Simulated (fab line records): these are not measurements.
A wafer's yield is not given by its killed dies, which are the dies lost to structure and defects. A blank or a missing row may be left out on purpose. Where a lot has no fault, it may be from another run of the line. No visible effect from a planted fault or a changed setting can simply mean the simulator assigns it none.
What tool caused it? ; flow nand_harc ; 20 wafers from 7 lots sampled at 3 of the route's 1159 steps

WHAT THE GAUGES SHOWED, per wafer
NHARC_A_ONON_D1_THK_MEAS_08: measures by ellipsometry.
lot;measured;on;thk_nm (nm)
L879;day 8 01:32;film_metro-02;1012 1010 1011
L880;day 8 14:26;film_metro-02;1002 1003 1004
L884;day 9 09:33;film_metro-02;988 989 989
L890;day 10 16:11;film_metro-01;987 988 988
L891;day 11 13:16;film_metro-01;989 988 991
L897;day 12 13:06;film_metro-01;1871 1871
L899;day 13 08:14;film_metro-01;988 989 987

EACH LOT AND THE TOOL THAT RAN IT (in order: tool; ch and the chambers of the sampled wafers; start)
lot;NHARC_A_ZERO_WELL_ETCH_13;NHARC_A_ONON_D1_DEP_06
L879;rie_si-01 ch 0,2,3, day 7 02:17;pecvd_onon-03 ch 0, day 8 01:01
L880;rie_si-01 ch 0,2,3, day 7 14:02;pecvd_onon-02 ch 0, day 8 13:59
L884;rie_si-02 ch 0,2,3, day 8 12:32;pecvd_onon-04 ch 0, day 9 09:02
L890;rie_si-01 ch 0,2,3, day 9 17:10;pecvd_onon-03 ch 0, day 10 15:41
L891;rie_si-06 ch 0,1,3, day 10 13:46;pecvd_onon-03 ch 0, day 11 12:47
L897;rie_si-01 ch 0, day 11 14:19;pecvd_onon-02 ch 0, day 12 12:34
L899;rie_si-02 ch 2,3, day 12 07:02;pecvd_onon-03 ch 0, day 13 07:47
- NHARC_A_ZERO_WELL_ETCH_13: etches the open film in HBr/Cl2, target depth 120 nm, time 40.1 s.
- NHARC_A_ONON_D1_DEP_06: target thk 1000 nm.

THE ANSWER, worked out from the rows above alone
Rule: the lots themselves supply what counts as usual. The widest of any qualifying gaps counts: lots, ordered by their means at a reading, are off when they make up no more than a third of the lots, leave a main group of 4 or more, and stand apart from it by 3 or more times the standard deviation of that group's means. A main group is skipped when, at the precision printed for the reading in the tables above, its means are all equal. Also off: a lot with no number at a reading for which 4 or more lots have one. Where the step has rows for the other lots, those lots are counted as sound.
Off: L897, at NHARC_A_ONON_D1_THK_MEAS_08 (thk_nm). The main group has a mean of 995 nm with a standard deviation of 9.1.
If a tool, at a process step before that reading, ran all the lots that are off and no sound lot after the first of them, it fits. The gauges at NHARC_A_ONON_D1_THK_MEAS_08 are tried like those tools. Can't be told from this: 2 tools fit, rie_si-01 at NHARC_A_ZERO_WELL_ETCH_13, pecvd_onon-02 at NHARC_A_ONON_D1_DEP_06.

WHAT THE SIMULATOR PUT IN
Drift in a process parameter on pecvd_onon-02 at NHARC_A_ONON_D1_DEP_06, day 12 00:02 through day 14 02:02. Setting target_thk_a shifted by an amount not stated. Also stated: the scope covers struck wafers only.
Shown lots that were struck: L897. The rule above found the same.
